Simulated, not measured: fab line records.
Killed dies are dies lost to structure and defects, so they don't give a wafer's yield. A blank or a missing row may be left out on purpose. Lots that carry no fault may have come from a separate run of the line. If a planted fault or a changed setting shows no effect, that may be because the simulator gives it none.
Which of the tools did it? | flow n5Finfet | 10 lots, 30 wafers sampled, at 5 steps of a route of 1938

== WHAT THE GAUGES SHOWED, per wafer ==
The record holds no reading of a measuring or inspecting step that can be judged against a usual standard deviation.

== WHAT TOOL EACH LOT RAN ON (gives the tool, then ch and the chambers of the sampled wafers, and finally the start) ==
lot  | N5_MIM_BOT_LITHO_DESCUM_10        | N5_PASSIVATION_PASS_ETCH_74       | N5_PASSIVATION_ETCH_15                       | N5_PASSIVATION_AL_DEP_21    | N5_PASSIVATION_PROBE_49
L951 | rieDiel-05 ch 0,1,3, day 12 13:14 | rieDiel-01 ch 0,1, day 12 16:38   | rieDiel-01 ch 0,1, day 12 17:25 or earlier   | pvdSputter-02, day 12 17:25 | prober-02, day 12 23:55
L949 | rieDiel-02 ch 1,2, day 12 13:32   | rieDiel-06 ch 0,2,3, day 12 16:52 | rieDiel-06 ch 0,2,3, day 12 18:22 or earlier | pvdSputter-02, day 12 18:22 | -
L953 | rieDiel-04 ch 1,2,3, day 12 23:29 | rieDiel-03 ch 0,3, day 13 01:09   | rieDiel-03 ch 0,3, day 13 02:01 or earlier   | pvdSputter-01, day 13 02:01 | -
L954 | rieDiel-04 ch 2,3, day 13 08:10   | rieDiel-03 ch 0,1,2, day 13 09:37 | rieDiel-03 ch 0,1,2, day 13 10:25 or earlier | pvdSputter-02, day 13 10:25 | -
L962 | rieDiel-02 ch 0,2, day 15 00:59   | rieDiel-01 ch 0,2,3, day 15 04:33 | rieDiel-01 ch 0,2,3, day 15 05:14 or earlier | pvdSputter-03, day 15 05:14 | prober-01, day 15 10:38
L965 | rieDiel-04 ch 0,2,3, day 15 15:52 | rieDiel-03 ch 0,1, day 15 19:13   | rieDiel-03 ch 0,1, day 15 20:10 or earlier   | pvdSputter-02, day 15 20:10 | prober-01, day 16 01:46
L966 | rieDiel-02 ch 0,2, day 15 16:03   | rieDiel-03 ch 0,3, day 15 18:43   | rieDiel-03 ch 0,3, day 15 19:25 or earlier   | pvdSputter-03, day 15 19:25 | -
L970 | rieDiel-05 ch 0,2,3, day 17 11:49 | rieDiel-01 ch 1,2, day 17 13:43   | rieDiel-01 ch 1,2, day 17 14:34 or earlier   | pvdSputter-03, day 17 14:34 | -
L971 | rieDiel-05 ch 0,1, day 17 16:17   | rieDiel-01 ch 0,1,2, day 17 17:59 | rieDiel-01 ch 0,1,2, day 17 19:31 or earlier | pvdSputter-03, day 17 19:31 | -
L972 | rieDiel-04 ch 0,1,2, day 17 18:12 | rieDiel-01 ch 0,2,3, day 17 20:49 | rieDiel-01 ch 0,2,3, day 17 22:47 or earlier | pvdSputter-03, day 17 22:47 | prober-02, day 18 05:37
- N5_MIM_BOT_LITHO_DESCUM_10: chemistry O2, time 7.9 s.
- N5_PASSIVATION_PASS_ETCH_74: etches SiNx in CF4/O2, target depth 220 nm, time 110 s.
- N5_PASSIVATION_ETCH_15: etches SiCN in CF4/N2, target depth 75 nm, time 81.2 s.
- N5_PASSIVATION_AL_DEP_21: deposits Al, target thk 2800 nm, time 170 s.
- N5_PASSIVATION_PROBE_49

== WHAT THE TOOLS THEMSELVES READ (means of the sampled wafers that have a number; where no wafer has one, the mark that the record gives instead) ==
N5_MIM_BOT_LITHO_DESCUM_10.
lot  | tool       | drypumpMotorCurrentA (A) | o2FlowSccm (sccm) | oesProductAu (a.u.) | rfVppV (V) | showerheadPlenumPTorr (Torr) | throttleValvePct (%)
L951 | rieDiel-05 | 5.7                      | 224.6             | 0.78                | 243.1      | 2.10                         | 20.39
L949 | rieDiel-02 | 5.7                      | 225.2             | 0.80                | 243.6      | 2.13                         | 20.53
L953 | rieDiel-04 | 5.6                      | 225.1             | 0.81                | 242.9      | 2.08                         | 20.41
L954 | rieDiel-04 | 5.7                      | 225.6             | 0.82                | 244.1      | 2.11                         | 20.23
L962 | rieDiel-02 | 6.4                      | 224.0             | 0.86                | 244.6      | 2.22                         | 20.16
L965 | rieDiel-04 | 5.3                      | 224.9             | 0.83                | 243.8      | 2.14                         | 20.28
L966 | rieDiel-02 | 6.0                      | 224.8             | 0.84                | 245.3      | 2.20                         | 20.37
L970 | rieDiel-05 | 5.7                      | 225.6             | 0.77                | 242.6      | 2.07                         | 20.51
L971 | rieDiel-05 | 5.8                      | 224.5             | 0.74                | 242.9      | 2.12                         | 20.27
L972 | rieDiel-04 | 5.6                      | 224.9             | 0.80                | 242.6      | 2.11                         | 20.36

N5_PASSIVATION_PASS_ETCH_74.
lot  | tool       | cf4FlowSccm (sccm) | drypumpMotorCurrentA (A) | oes_o_777_au (a.u.) | oesProductAu (a.u.) | rfVppV (V) | showerheadPlenumPTorr (Torr) | throttleValvePct (%)
L951 | rieDiel-01 | 100.1              | 5.5                      | 0.79                | 0.80                | 239.1      | 2.30                         | 15.93
L949 | rieDiel-06 | 99.8               | 5.9                      | 0.79                | 0.79                | 238.6      | 2.21                         | 15.94
L953 | rieDiel-03 | 100.0              | 5.4                      | 0.77                | 0.76                | 242.1      | 2.26                         | 15.80
L954 | rieDiel-03 | 100.0              | 5.7                      | 0.71                | 0.70                | 242.4      | 2.27                         | 16.03
L962 | rieDiel-01 | 119.9              | 5.9                      | 0.69                | 0.82                | 245.2      | 2.34                         | 16.64
L965 | rieDiel-03 | 100.1              | 5.5                      | 0.71                | 0.69                | 242.9      | 2.26                         | 15.94
L966 | rieDiel-03 | 99.5               | 5.4                      | 0.75                | 0.74                | 242.8      | 2.25                         | 15.85
L970 | rieDiel-01 | 99.9               | 5.3                      | 0.85                | 0.86                | 241.5      | 2.27                         | 15.88
L971 | rieDiel-01 | 100.0              | 5.7                      | 0.78                | 0.79                | 240.5      | 2.27                         | 15.97
L972 | rieDiel-01 | 100.0              | 6.0                      | 0.78                | 0.78                | 241.9      | 2.21                         | 15.94

N5_PASSIVATION_ETCH_15.
lot  | tool       | cf4FlowSccm (sccm) | drypumpMotorCurrentA (A) | oesProductAu (a.u.) | rfVppV (V) | showerheadPlenumPTorr (Torr) | throttleValvePct (%)
L951 | rieDiel-01 | 60.01              | 5.6                      | 0.80                | 384.8      | 2.31                         | 15.38
L949 | rieDiel-06 | 60.05              | 5.9                      | 0.80                | 382.4      | 2.22                         | 15.39
L953 | rieDiel-03 | 60.03              | 5.4                      | 0.75                | 383.8      | 2.26                         | 15.25
L954 | rieDiel-03 | 60.03              | 5.7                      | 0.70                | 384.4      | 2.27                         | 15.48
L962 | rieDiel-01 | 60.11              | 5.9                      | 0.81                | 382.5      | 2.22                         | 15.35
L965 | rieDiel-03 | 60.00              | 5.5                      | 0.69                | 383.5      | 2.26                         | 15.40
L966 | rieDiel-03 | 59.90              | 5.4                      | 0.74                | 384.0      | 2.25                         | 15.28
L970 | rieDiel-01 | 59.71              | 5.3                      | 0.86                | 384.1      | 2.27                         | 15.32
L971 | rieDiel-01 | 59.97              | 5.7                      | 0.80                | 383.9      | 2.27                         | 15.41
L972 | rieDiel-01 | 59.86              | 5.9                      | 0.79                | 382.1      | 2.21                         | 15.39

N5_PASSIVATION_AL_DEP_21.
lot  | tool          | susceptorTempC (C) | throttleValvePct (%)
L951 | pvdSputter-02 | 400.01             | 30.8
L949 | pvdSputter-02 | 400.08             | 31.5
L953 | pvdSputter-01 | 400.05             | 30.5
L954 | pvdSputter-02 | 399.79             | 31.1
L962 | pvdSputter-03 | 399.88             | 29.0
L965 | pvdSputter-02 | 399.82             | 30.8
L966 | pvdSputter-03 | 399.96             | 29.0
L970 | pvdSputter-03 | 399.84             | 29.1
L971 | pvdSputter-03 | 400.07             | 30.0
L972 | pvdSputter-03 | 399.81             | 29.3

N5_PASSIVATION_PROBE_49.
lot  | tool      | defectLimitedYield (%) | killed_at_M0_to_M3 | killed_at_M4_up | killedAtContacts | killedAtFrontEnd | killedAtOther | killedDies | killedOpen | killedShort | sort_bin_5_function (%) | sort_bin_6_memory (%) | sortNPass | sortYieldPct (%)
L951 | prober-02 | 91.2                   | 42                 | 17              | 9                | 33               | 3.3           | 104        | 64         | 40          | 5.0                     | 3.5                   | 1076      | 91.2
L962 | prober-01 | 91.7                   | 31                 | 13              | 6                | 43               | 5.0           | 98         | 61         | 36          | 5.1                     | 2.9                   | 1082      | 91.7
L965 | prober-01 | 90.4                   | 20                 | 20              | 12               | 58               | 3.3           | 114        | 77         | 35          | 5.7                     | 3.5                   | 1066      | 90.4
L972 | prober-02 | 92.1                   | 26                 | 9               | 25               | 30               | 2.3           | 93         | 69         | 24          | 4.3                     | 3.3                   | 1087      | 92.1

== THE ANSWER, worked out from the rows above alone ==
Rule: usual is defined by the lots themselves. Put in order of their means at a reading, lots are off if they are a third of the lots or fewer, leave a main group of 4 or more, and stand apart from it by a gap of 3 or more times the standard deviation of the main group's means; of several such gaps the widest counts. A main group is skipped when, at the precision printed for the reading in the tables above, its means are all equal. A lot without any number at a reading at which 4 lots or more have one is off too. All remaining lots with rows at the step are treated as sound. After the gauges, taken in route order, come the tools' own readings; for these a lot's mean is taken, as printed above. The first step at which some lot is off is used, and at that step the reading that is off furthest; a lot without a number counts as furthest.
Off at N5_PASSIVATION_PASS_ETCH_74 (cf4FlowSccm): L962. The main group: mean 99.9 sccm, standard deviation 0.18.
If a tool, at that step or one of the process steps before it, ran each lot that is off and ran no sound lot following the first of them, it fits. Of those tried, none fits.

== WHAT WAS PUT IN BY THE SIMULATOR ==
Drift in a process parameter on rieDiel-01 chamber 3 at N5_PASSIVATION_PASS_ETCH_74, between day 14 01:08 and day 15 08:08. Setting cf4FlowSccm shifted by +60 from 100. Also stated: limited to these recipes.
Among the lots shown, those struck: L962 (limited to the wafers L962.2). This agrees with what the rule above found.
